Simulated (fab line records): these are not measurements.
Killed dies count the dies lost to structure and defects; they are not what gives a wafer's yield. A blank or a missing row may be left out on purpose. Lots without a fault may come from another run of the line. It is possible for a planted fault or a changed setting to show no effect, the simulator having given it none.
fab line records	flow n5_finfet
[record] lots = 7	wafers = 21
route steps=1938 shown BEOL_M5@1145 BEOL_M6@1233 BEOL_M7@1289
start_h: the number of hours between the record's first day and the start of the first shown wafer of the lot	wait_h: how many hours have passed since the lot's step before this one	" same as the row above	L1.1+2: several wafers, shown together as one row	- value missing, or start not given	* or withheld: withheld	< > ~ a bound
route shown NAME@n: a module of which the file shows steps, and the number in the route of the first	usual: mean/standard deviation of fault-free wafers	same: alike in all rows	chamber/n: place in a boat	sites: readings site by site	_std_site: standard deviation across them	_edge_site: the outer-site mean with the inner-site mean subtracted	radius_mm: how far each site lies from the wafer's centre	mask NAME#n: copy n	behind: tool/chamber where the wafer was last shaped	hold: what put the lot on hold/how long, in hours/how the hold closed	device: the n, p or np transistor that did not switch	end of line: the tests these same wafers got at the end of their route	a step without rows: its recipe alone	killed: at the first sort, the dies lost to defects and structure; wafer yield is something else	map: a wafer's dies, marking killed ones x, the rest . and places with no die _
set.NAME: the setting as run; set.NAME@STEP: as run at that earlier step	model.NAME: the simulator's own value behind a step, which no gauge read
lots whose settings were changed on purpose; a table a step, a row a wafer
[[steps]]
[step N5_BEOL_M5_EXPOSE_25]
[recipe] mask_id = V4	na = 0.33	source_shape = quasar	sigma_inner = 0.2	sigma_outer = 0.6	polarization = unpolarized	defocus_nm = 10	dose_mj = 52.75
lot.wafer	tool	chamber	start_h	wait_h	mask	set.dose_mj
L081.1	euv_scanner-01	0	210.84	-	V4#0	54.61
L081.2+3	"	0	"	"	V4#0	52.75
L083.2+3+6	euv_scanner-01	0	213.13	-	V4#0	52.75
L082.2+4+6	euv_scanner-02	0	216.84	-	V4#0	52.75
L085.1+2+5	euv_scanner-01	0	241.56	-	V4#0	52.75
L087.3+5	euv_scanner-01	0	247.16	-	V4#0	54.27
L087.4	"	0	"	"	V4#0	52.75
L091.1+2	euv_scanner-01	0	274.22	-	V4#0	50.19
L091.6	"	0	"	"	V4#0	52.75
L093.3	euv_scanner-01	0	282.11	-	V4#0	48.97
L093.4+5	"	0	"	"	V4#0	52.75
[step N5_BEOL_M5_PEB_26]
[recipe] peb_temp_c = 100	peb_time_s = 60	resist = CAR-EUV
[step N5_BEOL_M5_DEVELOP_27]
[recipe] develop_time_s = 30	developer = TMAH	resist = CAR-EUV	rinse_liquid = surfactant_rinse	dry = air_spin	dev_temp_c = 23
[step N5_BEOL_M5_CD_MEAS_28]
[recipe] target_cd_nm = 30.6	landing_energy_ev = 500	detector = se_inlens	target_cd_y_nm = 20	polarity = opening
[usual] cd_nm = 30.60/0.28
lot.wafer	tool	chamber	start_h	wait_h	set.dose_mj@BEOL_M5_EXPOSE_25	cd_nm
L081.1	cd_sem-01	0	210.99	-	54.61	31.36
L081.2	"	0	"	"	52.75	30.78
L081.3	"	0	"	"	52.75	30.94
L083.2	cd_sem-02	0	213.26	-	52.75	30.50
L083.3	"	0	"	"	52.75	30.51
L083.6	"	0	"	"	52.75	30.61
L082.2	cd_sem-01	0	216.97	-	52.75	30.81
L082.4	"	0	"	"	52.75	30.70
L082.6	"	0	"	"	52.75	31.04
L085.1	cd_sem-02	0	241.70	-	52.75	31.12
L085.2	"	0	"	"	52.75	31.15
L085.5	"	0	"	"	52.75	30.92
L087.3	cd_sem-02	0	247.28	-	54.27	31.23
L087.4	"	0	"	"	52.75	30.61
L087.5	"	0	"	"	54.27	31.41
L091.1	cd_sem-02	0	274.36	-	50.19	29.88
L091.2	"	0	"	"	50.19	29.30
L091.6	"	0	"	"	52.75	30.13
L093.3	cd_sem-01	0	282.23	-	48.97	29.02
L093.4	"	0	"	"	52.75	30.75
L093.5	"	0	"	"	52.75	30.54
[step N5_BEOL_M5_DESCUM_33]
[recipe] chemistry = O2	time_s = 7	source_power_w = 50	bias_power_w = 20	pressure_mtorr = 20	rf_frequency_hz = 2.712e+07	temp_c = 40	resist = CAR-EUV	o2_flow_sccm = 225
[step N5_BEOL_M5_ETCH_75]
[recipe] chemistry = N2/H2	target = underlayer	target_depth_a = 65	mask_material = CAR-EUV	time_s = 5.2	ion_energy_ev = 200	pressure_mtorr = 30	source_w = 840	bias_w = 150	n2_flow_sccm = 200	h2_flow_sccm = 200	ends = cleared
lot.wafer	tool	chamber	start_h	wait_h	set.dose_mj@BEOL_M5_EXPOSE_25	model.BEOL_M5.cd_nm
L081.1	rie_diel-04	1	211.14	0.0	54.61	29.4
L081.2	"	0	"	"	52.75	27.8
L081.3	"	3	"	"	52.75	28
L083.2	rie_diel-03	2	213.42	0.0	52.75	28.2
L083.3+6	"	3	"	"	52.75	27.8
L082.2+6	rie_diel-03	3,2	217.12	0.0	52.75	28.2
L082.4	"	0	"	"	52.75	28.6
L085.1	rie_diel-05	0	241.85	0.0	52.75	29
L085.2	"	3	"	"	52.75	28.4
L085.5	"	1	"	"	52.75	29.2
L087.3	rie_diel-05	0	247.44	0.0	54.27	29.2
L087.4	"	2	"	"	52.75	28.2
L087.5	"	2	"	"	54.27	28.6
L091.1	rie_diel-05	2	274.85	0.0	50.19	27
L091.2	"	3	"	"	50.19	27.4
L091.6	"	2	"	"	52.75	28
L093.3	rie_diel-05	2	282.51	0.0	48.97	26.8
L093.4	"	0	"	"	52.75	28.6
L093.5	"	1	"	"	52.75	29
[step N5_BEOL_M5_ETCH_67]
[recipe] chemistry = CF4	target = SiARC	target_depth_a = 156	mask_material = CAR-EUV	time_s = 26	ion_energy_ev = 80	pressure_mtorr = 40	source_w = 545	bias_w = 36	Ar_flow_sccm = 100	cf4_flow_sccm = 100	ends = cleared
lot.wafer	tool	chamber	start_h	wait_h	set.spin_rpm@BEOL_M5_COAT_66	model.etch.depth_nm
L081.1	rie_diel-04	1	211.16	0.0	1500	12.02
L081.2+3	"	0,3	"	"	1500	11.99
L083.2	rie_diel-03	2	213.44	0.0	1500	11.99
L083.3	"	3	"	"	1500	12.03
L083.6	"	3	"	"	1500	12.01
L082.2	rie_diel-03	3	217.14	0.0	1500	12.02
L082.4	"	0	"	"	1500	12.04
L082.6	"	2	"	"	1500	12.01
L085.1	rie_diel-05	0	241.87	0.0	1500	11.97
L085.2	"	3	"	"	1500	11.98
L085.5	"	1	"	"	1500	11.96
L087.3	rie_diel-05	0	247.45	0.0	1407	12.47
L087.4	"	2	"	"	1407	12.43
L087.5	"	2	"	"	1500	12.02
L091.1	rie_diel-05	2	274.87	0.0	1500	11.97
L091.2	"	3	"	"	1500	12.02
L091.6	"	2	"	"	1500	11.96
L093.3	rie_diel-05	2	282.53	0.0	1500	11.94
L093.4	"	0	"	"	1500	11.96
L093.5	"	1	"	"	1575	11.71
[step N5_BEOL_M5_ETCH_68]
[recipe] chemistry = N2/H2	target = SOC	target_depth_a = 800	overetch_a = 160	mask_material = SiARC	temp_c = 40	time_s = 120	ion_energy_ev = 200	pressure_mtorr = 30	source_w = 840	bias_w = 150	n2_flow_sccm = 200	h2_flow_sccm = 200
lot.wafer	tool	chamber	start_h	wait_h	set.dose_mj@BEOL_M5_EXPOSE_25	model.BEOL_M5.cd_nm
L081.1	rie_diel-04	1	211.19	0.0	54.61	29.4
L081.2	"	0	"	"	52.75	27.8
L081.3	"	3	"	"	52.75	28.2
L083.2	rie_diel-03	2	213.47	0.0	52.75	28.4
L083.3+6	"	3	"	"	52.75	28
L082.2+4	rie_diel-03	3,0	217.17	0.0	52.75	28.4
L082.6	"	2	"	"	52.75	28.2
L085.1	rie_diel-05	0	241.90	0.0	52.75	28.8
L085.2	"	3	"	"	52.75	28.4
L085.5	"	1	"	"	52.75	29.2
L087.3	rie_diel-05	0	247.48	0.0	54.27	29
L087.4	"	2	"	"	52.75	28.4
L087.5	"	2	"	"	54.27	28.8
L091.1	rie_diel-05	2	274.90	0.0	50.19	27
L091.2	"	3	"	"	50.19	27.2
L091.6	"	2	"	"	52.75	27.8
L093.3	rie_diel-05	2	282.56	0.0	48.97	27
L093.4	"	0	"	"	52.75	28.6
L093.5	"	1	"	"	52.75	28.8
[step N5_BEOL_M5_TRENCH_ETCH_37]
[recipe] chemistry = C4F6/O2	target_depth_a = 716.52	target = SiCOH_lowk	time_s = 24.7	ion_energy_ev = 250	pressure_mtorr = 30	source_w = 345	bias_w = 185	Ar_flow_sccm = 300	C4F6_flow_sccm = 10	O2_flow_sccm = 10
[usual] rf_vpp_V = 659/12
lot.wafer	tool	chamber	start_h	wait_h	set.bias_w	rf_vpp_V	model.etch.depth_nm	model.BEOL_M5.feature_depth_nm
L081.1	rie_diel-04	1	-	-	172.7	621	72.41	72.4
L081.2	"	0	"	"	185	660	72.23	72.2
L081.3	"	3	"	"	172.7	625	71.56	71.6
L083.2	rie_diel-03	2	-	-	168.6	636	69.36	69.4
L083.3	"	3	"	"	185	681	73.7	73.8
L083.6	"	3	"	"	168.6	633	71.33	71.4
L082.2	rie_diel-03	3	-	-	185	682	73.6	73.6
L082.4	"	0	"	"	185	684	71.59	71.6
L082.6	"	2	"	"	185	683	71.3	71.4
L085.1	rie_diel-05	0	-	-	214.6	739	74.52	74.6
L085.2	"	3	"	"	185	659	70.89	70.8
L085.5	"	1	"	"	185	650	71.49	71.4
L087.3	rie_diel-05	0	-	-	185	657	71.13	71.2
L087.4	"	2	"	"	185	641	72.95	73
L087.5	"	2	"	"	185	643	73.13	73.2
L091.1	rie_diel-05	2	-	-	185	642	74.09	74
L091.2	"	3	"	"	163.8	599	69.58	69.6
L091.6	"	2	"	"	185	641	73.97	74
L093.3	rie_diel-05	2	-	-	163.8	583	69.33	69.4
L093.4	"	0	"	"	185	657	72.98	73
L093.5	"	1	"	"	163.8	590	69.18	69.2
[step N5_BEOL_M6_ETCH_66]
[recipe] chemistry = N2/H2	target = SOC	target_depth_a = 800	overetch_a = 160	mask_material = SiARC	temp_c = 40	time_s = 120	ion_energy_ev = 200	pressure_mtorr = 30	source_w = 840	bias_w = 150	n2_flow_sccm = 200	h2_flow_sccm = 200
[usual] rf_vpp_V = 523.6/2.6
lot.wafer	tool	chamber	start_h	wait_h	set.bias_w	rf_vpp_V
L081.1	rie_diel-01	0	223.51	0.0	159.3	543.0
L081.2	"	2	"	"	150	526.3
L081.3	"	1	"	"	150	520.1
L083.2	rie_diel-01	0	227.06	0.0	150	523.7
L083.3	"	1	"	"	150	521.5
L083.6	"	2	"	"	150	526.2
L082.2	rie_diel-06	3	231.64	0.0	150	522.4
L082.4	"	2	"	"	150	527.5
L082.6	"	3	"	"	150	521.5
L085.1	rie_diel-01	0	253.63	0.0	150	523.3
L085.2	"	2	"	"	150	525.7
L085.5	"	1	"	"	150	520.1
L087.3	rie_diel-02	1	260.18	0.0	150	521.6
L087.4	"	0	"	"	150	527.5
L087.5	"	2	"	"	150	526.0
L091.1	rie_diel-01	3	287.02	0.0	159.5	543.1
L091.2	"	2	"	"	150	526.5
L091.6	"	1	"	"	150	519.6
L093.3	rie_diel-02	3	295.37	0.0	176.5	577.3
L093.4	"	0	"	"	150	526.8
L093.5	"	1	"	"	176.5	575.6
[step N5_BEOL_M7_COAT_71]
[recipe] resist = underlayer	temp_c = 205	time_s = 60	spin_rpm = 1500	resist_thk_nm = 5
lot.wafer	tool	chamber	start_h	wait_h	set.spin_rpm
L081.1+2+3	litho_track-02	0	-	-	1500
L083.2+3+6	litho_track-02	0	-	-	1500
L082.2+4+6	litho_track-03	0	-	-	1500
L085.1+5	litho_track-03	0	-	-	1637
L085.2	"	0	"	"	1500
L087.3+4	litho_track-04	0	-	-	1390
L087.5	"	0	"	"	1500
L091.1+2	litho_track-02	0	-	-	1352
L091.6	"	0	"	"	1500
L093.3	litho_track-03	0	-	-	1500
L093.4+5	"	0	"	"	1443
[step N5_BEOL_M7_EXPOSE_25]
[recipe] mask_id = V6	na = 0.33	source_shape = annular	sigma_inner = 0.4	sigma_outer = 0.8	polarization = unpolarized	target_cd_nm = 40	dose_mj = 42.5
lot.wafer	tool	chamber	start_h	wait_h	mask	set.dose_mj
L081.1+2	euv_scanner-01	0	231.10	-	V6#0	41.13
L081.3	"	0	"	"	V6#0	42.5
L083.2+3	euv_scanner-01	0	232.23	-	V6#0	41.14
L083.6	"	0	"	"	V6#0	42.5
L082.2+4+6	euv_scanner-02	0	239.02	-	V6#0	42.5
L085.1+2+5	euv_scanner-02	0	261.52	-	V6#0	45.09
L087.3	euv_scanner-01	0	266.96	-	V6#0	39.54
L087.4+5	"	0	"	"	V6#0	42.5
L091.1	euv_scanner-01	0	302.21	-	V6#0	39.59
L091.2+6	"	0	"	"	V6#0	42.5
L093.3+5	euv_scanner-02	0	309.09	-	V6#0	42.5
L093.4	"	0	"	"	V6#0	45.34
[step N5_BEOL_M7_PEB_26]
[recipe] peb_temp_c = 100	peb_time_s = 60	resist = CAR-EUV
[step N5_BEOL_M7_DEVELOP_27]
[recipe] develop_time_s = 30	developer = TMAH	resist = CAR-EUV	rinse_liquid = surfactant_rinse	dry = air_spin	dev_temp_c = 23
[step N5_BEOL_M7_CD_MEAS_28]
[recipe] target_cd_nm = 40	landing_energy_ev = 500	detector = se_inlens
[usual] cd_nm = 39.96/0.27
lot.wafer	tool	chamber	start_h	wait_h	set.dose_mj@BEOL_M7_EXPOSE_25	cd_nm
L081.1	cd_sem-02	0	231.23	-	41.13	39.12
L081.2	"	0	"	"	41.13	39.65
L081.3	"	0	"	"	42.5	40.29
L083.2	cd_sem-01	0	232.35	-	41.14	39.24
L083.3	"	0	"	"	41.14	38.76
L083.6	"	0	"	"	42.5	39.76
L082.2	cd_sem-02	0	239.15	-	42.5	40.06
L082.4	"	0	"	"	42.5	39.97
L082.6	"	0	"	"	42.5	40.37
L085.1	cd_sem-01	0	261.65	-	45.09	41.29
L085.2	"	0	"	"	45.09	41.35
L085.5	"	0	"	"	45.09	41.69
L087.3	cd_sem-01	0	267.08	-	39.54	38.53
L087.4	"	0	"	"	42.5	39.73
L087.5	"	0	"	"	42.5	40.38
L091.1	cd_sem-01	0	302.35	-	39.59	38.15
L091.2	"	0	"	"	42.5	40.04
L091.6	"	0	"	"	42.5	39.87
L093.3	cd_sem-03	0	309.22	-	42.5	40.09
L093.4	"	0	"	"	45.34	41.39
L093.5	"	0	"	"	42.5	39.54
[step N5_BEOL_M7_DESCUM_33]
[recipe] chemistry = O2	time_s = 7	source_power_w = 50	bias_power_w = 20	pressure_mtorr = 20	rf_frequency_hz = 2.712e+07	temp_c = 40	resist = CAR-EUV	o2_flow_sccm = 225
lot.wafer	tool	chamber	start_h	wait_h	set.dose_mj@BEOL_M7_EXPOSE_25	model.BEOL_M7.cd_nm
L081.1	rie_diel-04	2	231.36	0.0	41.13	39.6
L081.2	"	3	"	"	41.13	39.4
L081.3	"	1	"	"	42.5	40
L083.2	rie_diel-04	0	232.47	0.0	41.14	39.4
L083.3	"	1	"	"	41.14	39.2
L083.6	"	0	"	"	42.5	40
L082.2	rie_diel-04	2	239.98	0.7	42.5	40.2
L082.4+6	"	0	"	"	42.5	40.4
L085.1+2	rie_diel-03	2,3	261.77	0.0	45.09	41.2
L085.5	"	3	"	"	45.09	41
L087.3	rie_diel-05	0	267.31	0.1	39.54	38.4
L087.4	"	2	"	"	42.5	40
L087.5	"	2	"	"	42.5	40.2
L091.1	rie_diel-03	0	302.47	0.0	39.59	38.2
L091.2	"	2	"	"	42.5	40.2
L091.6	"	0	"	"	42.5	39.8
L093.3	rie_diel-03	1	309.42	0.1	42.5	39.8
L093.4	"	3	"	"	45.34	41.2
L093.5	"	0	"	"	42.5	39.6
[step N5_BEOL_M7_ETCH_72]
[recipe] chemistry = N2/H2	target = underlayer	target_depth_a = 65	mask_material = CAR-EUV	time_s = 5.2	ion_energy_ev = 200	pressure_mtorr = 30	source_w = 840	bias_w = 150	n2_flow_sccm = 200	h2_flow_sccm = 200	ends = cleared
lot.wafer	tool	chamber	start_h	wait_h	set.spin_rpm@BEOL_M7_COAT_71	model.etch.depth_nm
L081.1	rie_diel-04	2	231.39	0.0	1500	5.027
L081.2	"	3	"	"	1500	5.018
L081.3	"	1	"	"	1500	5.024
L083.2	rie_diel-04	0	232.51	0.0	1500	5.012
L083.3	"	1	"	"	1500	5.001
L083.6	"	0	"	"	1500	5.004
L082.2	rie_diel-04	2	240.01	0.0	1500	5.017
L082.4	"	0	"	"	1500	5.018
L082.6	"	0	"	"	1500	5.011
L085.1	rie_diel-03	2	261.81	0.0	1637	4.779
L085.2	"	3	"	"	1500	4.997
L085.5	"	3	"	"	1637	4.787
L087.3	rie_diel-05	0	267.34	0.0	1390	5.206
L087.4	"	2	"	"	1390	5.212
L087.5	"	2	"	"	1500	5.01
L091.1	rie_diel-03	0	302.50	0.0	1352	5.274
L091.2	"	2	"	"	1352	5.267
L091.6	"	0	"	"	1500	5
L093.3	rie_diel-03	1	309.45	0.0	1500	5.012
L093.4	"	3	"	"	1443	5.124
L093.5	"	0	"	"	1443	5.115
[step N5_BEOL_M7_ETCH_65]
[recipe] chemistry = CF4	target = SiARC	target_depth_a = 156	mask_material = CAR-EUV	time_s = 26	ion_energy_ev = 80	pressure_mtorr = 40	source_w = 545	bias_w = 36	Ar_flow_sccm = 100	cf4_flow_sccm = 100	ends = cleared
lot.wafer	tool	chamber	start_h	wait_h	set.dose_mj@BEOL_M7_EXPOSE_25	model.BEOL_M7.cd_nm
L081.1+2	rie_diel-04	2,3	231.41	0.0	41.13	39.4
L081.3	"	1	"	"	42.5	40.2
L083.2	rie_diel-04	0	232.52	0.0	41.14	39.6
L083.3	"	1	"	"	41.14	39.2
L083.6	"	0	"	"	42.5	40.2
L082.2	rie_diel-04	2	240.03	0.0	42.5	40.2
L082.4+6	"	0	"	"	42.5	40.4
L085.1	rie_diel-03	2	261.82	0.0	45.09	41.2
L085.2	"	3	"	"	45.09	41
L085.5	"	3	"	"	45.09	40.8
L087.3	rie_diel-05	0	267.36	0.0	39.54	38.4
L087.4	"	2	"	"	42.5	40
L087.5	"	2	"	"	42.5	40.2
L091.1	rie_diel-03	0	302.52	0.0	39.59	38
L091.2	"	2	"	"	42.5	40.2
L091.6	"	0	"	"	42.5	39.8
L093.3	rie_diel-03	1	309.47	0.0	42.5	40
L093.4	"	3	"	"	45.34	41.2
L093.5	"	0	"	"	42.5	39.6
[step N5_BEOL_M7_ETCH_66]
[recipe] chemistry = N2/H2	target = SOC	target_depth_a = 800	overetch_a = 160	mask_material = SiARC	temp_c = 40	time_s = 120	ion_energy_ev = 200	pressure_mtorr = 30	source_w = 840	bias_w = 150	n2_flow_sccm = 200	h2_flow_sccm = 200
[step N5_BEOL_M7_STRIP_69]
[recipe] chemistry = N2/H2	temp_c = 40	n2_flow_sccm = 200	h2_flow_sccm = 200	rf_frequency_hz = 6e+07
[step N5_BEOL_M7_STRIP_73]
[recipe] chemistry = N2/H2	temp_c = 40	n2_flow_sccm = 200	h2_flow_sccm = 200	rf_frequency_hz = 6e+07
[step N5_BEOL_M7_VIA_ETCH_34]
[recipe] chemistry = C4F6/O2	target = SiCOH_lowk	target_depth_a = 1255	mask_material = SOC	taper_deg = 4	time_s = 50.5	ion_energy_ev = 250	pressure_mtorr = 30	source_w = 345	bias_w = 185	Ar_flow_sccm = 300	C4F6_flow_sccm = 10	O2_flow_sccm = 10
lot.wafer	tool	chamber	start_h	wait_h	set.dose_mj@BEOL_M7_EXPOSE_25	model.BEOL_M7.cd_nm
L081.1	rie_diel-04	2	231.54	0.0	41.13	39.6
L081.2	"	3	"	"	41.13	39.4
L081.3	"	1	"	"	42.5	40.2
L083.2+3	rie_diel-04	0,1	232.65	0.0	41.14	39.2
L083.6	"	0	"	"	42.5	40
L082.2	rie_diel-04	2	240.16	0.0	42.5	40.4
L082.4+6	"	0	"	"	42.5	40.2
L085.1	rie_diel-03	2	261.95	0.0	45.09	41.4
L085.2+5	"	3	"	"	45.09	40.6
L087.3	rie_diel-05	0	267.49	0.0	39.54	38.2
L087.4+5	"	2	"	"	42.5	40.2
L091.1	rie_diel-03	0	302.65	0.0	39.59	38.2
L091.2	"	2	"	"	42.5	40.4
L091.6	"	0	"	"	42.5	39.8
L093.3+5	rie_diel-03	1,0	309.60	0.0	42.5	39.8
L093.4	"	3	"	"	45.34	41.2
[[key]]
[split] step = N5_BEOL_M5_EXPOSE_25	setting = dose_mj	stated = 52.75	by = wafer
[response] step = N5_BEOL_M5_CD_MEAS_28	reading = cd_nm	change = +0.189	per = 1%	r = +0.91
[response] step = N5_BEOL_M5_ETCH_75	reading = model.BEOL_M5.cd_nm	change = +0.267	per = 1%	r = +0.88
[response] step = N5_BEOL_M5_ETCH_68	reading = model.BEOL_M5.cd_nm	change = +0.23	per = 1%	r = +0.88
[split] step = N5_BEOL_M5_TRENCH_ETCH_37	setting = bias_w	stated = 185	by = wafer
[response] step = N5_BEOL_M5_TRENCH_ETCH_37	reading = rf_vpp_V	change = +5.14	per = 1%	r = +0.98
[response] step = N5_BEOL_M5_TRENCH_ETCH_37	reading = model.etch.depth_nm	change = +0.278	per = 1%	r = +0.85
[response] step = N5_BEOL_M5_TRENCH_ETCH_37	reading = model.BEOL_M5.feature_depth_nm	change = +0.281	per = 1%	r = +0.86
[split] step = N5_BEOL_M6_ETCH_66	setting = bias_w	stated = 150	by = wafer
[response] step = N5_BEOL_M6_ETCH_66	reading = rf_vpp_V	change = +2.88	per = 1%	r = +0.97
[split] step = N5_BEOL_M7_COAT_71	setting = spin_rpm	stated = 1500	by = wafer
[response] step = N5_BEOL_M7_ETCH_72	reading = model.etch.depth_nm	change = -0.026	per = 1%	r = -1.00
[split] step = N5_BEOL_M7_EXPOSE_25	setting = dose_mj	stated = 42.5	by = wafer
[response] step = N5_BEOL_M7_CD_MEAS_28	reading = cd_nm	change = +0.242	per = 1%	r = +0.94
[response] step = N5_BEOL_M7_DESCUM_33	reading = model.BEOL_M7.cd_nm	change = +0.237	per = 1%	r = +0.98
[response] step = N5_BEOL_M7_ETCH_65	reading = model.BEOL_M7.cd_nm	change = +0.249	per = 1%	r = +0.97
[response] step = N5_BEOL_M7_VIA_ETCH_34	reading = model.BEOL_M7.cd_nm	change = +0.256	per = 1%	r = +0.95
split outside_this_file step=N5_BEOL_M5_COAT_66 setting=spin_rpm
// split outside_this_file: this setting was split too, and the file shows its column; the key of that split is in another file
